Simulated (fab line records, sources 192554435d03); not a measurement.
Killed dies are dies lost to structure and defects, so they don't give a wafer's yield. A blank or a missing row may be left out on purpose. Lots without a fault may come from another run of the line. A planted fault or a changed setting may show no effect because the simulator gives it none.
Split-lot experiment | flow n5_finfet | 7 lots, 21 wafers read, on a route of 1938 steps

THE SPLIT
At N5_BEOL_M0_SAQP_PECVD_04 (deposits a-Si from SiH4/He, target thk 60 nm, time 60.2 s), the setting time_s was moved away from the recipe's 60.2 s on 6 of the 21 wafers read, by -5.9% to +12.1%. The other wafers ran this setting at the recipe's value.

The reading is taken at the split's own step.

THE READING
a-Si_of_BEOL_M0_SAQP_PECVD_04.thk_nm (the simulator's own value, which no gauge read), in nm, at N5_BEOL_M0_SAQP_PECVD_04 (deposits a-Si from SiH4/He, target thk 60 nm, time 60.2 s). The file gives no usual value for it. The 15 wafers here that ran the recipe average 60.1 nm, standard deviation 1 nm.

wafer  | tool, chamber at the split | time_s as run, s | against the recipe | a-Si_of_BEOL_M0_SAQP_PECVD_04.thk_nm, nm | against lot-mates on the recipe
L074.2 | pecvd-01, 0                | 60.2             | recipe             | 60                                       | -
L074.4 | pecvd-01, 2                | 60.2             | recipe             | 60.6                                     | -
L074.6 | pecvd-01, 2                | 60.2             | recipe             | 60.8                                     | -
L075.2 | pecvd-04, 0                | 60.2             | recipe             | 59.6                                     | -
L075.5 | pecvd-04, 1                | 56.65            | -5.9%              | 56                                       | -4.2
L075.6 | pecvd-04, 0                | 60.2             | recipe             | 60.8                                     | -
L080.1 | pecvd-03, 0                | 60.2             | recipe             | 59.8                                     | -
L080.4 | pecvd-03, 2                | 60.2             | recipe             | 60.2                                     | -
L080.5 | pecvd-03, 1                | 60.2             | recipe             | 61.4                                     | -
L086.2 | pecvd-03, 2                | 60.2             | recipe             | 61.2                                     | -
L086.4 | pecvd-03, 0                | 60.2             | recipe             | 62                                       | -
L086.5 | pecvd-03, 2                | 57.1             | -5.1%              | 59.2                                     | -2.4
L087.1 | pecvd-04, 0                | 60.2             | recipe             | 59                                       | -
L087.2 | pecvd-04, 1                | 66.94            | +11.2%             | 65.6                                     | +6.6
L087.6 | pecvd-04, 0                | 66.94            | +11.2%             | 67.4                                     | +8.4
L095.1 | pecvd-04, 0                | 60.2             | recipe             | 59.4                                     | -
L095.2 | pecvd-04, 2                | 67.47            | +12.1%             | 66.2                                     | +6.8
L095.4 | pecvd-04, 2                | 67.47            | +12.1%             | 67                                       | +7.6
L096.1 | pecvd-04, 2                | 60.2             | recipe             | 58.4                                     | -
L096.2 | pecvd-04, 1                | 60.2             | recipe             | 58.6                                     | -
L096.4 | pecvd-04, 0                | 60.2             | recipe             | 59                                       | -

THE FIT
A straight line over all 21 wafers: a-Si_of_BEOL_M0_SAQP_PECVD_04.thk_nm changes by +0.543 nm for each +1% of time_s; r = +0.94; the points scatter about the line by 1.1 nm.
The same after taking each lot's own level away (the mean of its wafers on the recipe; 21 wafers): +0.626 nm for each +1%; r = +0.98; scatter 0.59 nm.
On that fit, the largest move of time_s shifts the reading by 7.6 nm.
The lots' own levels span 58.67 to 61.60 nm, that is 2.8 times the standard deviation above.
So the lot-to-lot level changes the slope: the two fits differ.
Check: with one of the wafers moved furthest among these (+12.1%) left out of the fit, the line predicts +7.85 nm for it against its lot-mates. It came out at +6.8 nm against them.

OTHER SPLITS ON THESE WAFERS
These wafers also went through other splits before the reading. Each is held against what the fit with the lots' levels taken away leaves over:
other split on the same wafers          | wafers away from the commonest value | r with a-Si_of_BEOL_M0_SAQP_PECVD_04.thk_nm (lot level and that fit taken away)
N5_SD_EPI_P_EPI_21 time_s               | 8                                    | +0.25
N5_SDB_HM_DEP_00 time_s                 | 5                                    | +0.06
N5_MOL_CONTACT_COAG_ALD_27 ald_cycles   | 6                                    | -0.30
N5_MOL_CONTACT_COAG_EXPOSE_81 dose_mj   | 8                                    | +0.09
N5_MOL_CONTACT_COAG_ALD_133 ald_cycles  | 6                                    | +0.07
N5_MOL_CONTACT_COAG_VIA_ETCH_117 bias_w | 7                                    | +0.09

THE WHOLE CHAIN: every reading that the file lists as answering this split, in the file's order
step                        | what it does                                              | reading                                                                               | change (the file's fit)               | r (the file's)
N5_BEOL_M0_SAQP_PECVD_04    | deposits a-Si from SiH4/He, target thk 60 nm, time 60.2 s | a-Si_of_BEOL_M0_SAQP_PECVD_04.thk_nm (the simulator's own value, which no gauge read) | +0.626 nm for each +1% of the setting | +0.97
N5_BEOL_M0_SAQP_THK_MEAS_05 |                                                           | thk_nm                                                                                | withheld for each +1% of the setting  | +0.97

THE FILE'S OWN FIT
a-Si_of_BEOL_M0_SAQP_PECVD_04.thk_nm changes by +0.626 nm for each +1% of time_s, r = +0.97.
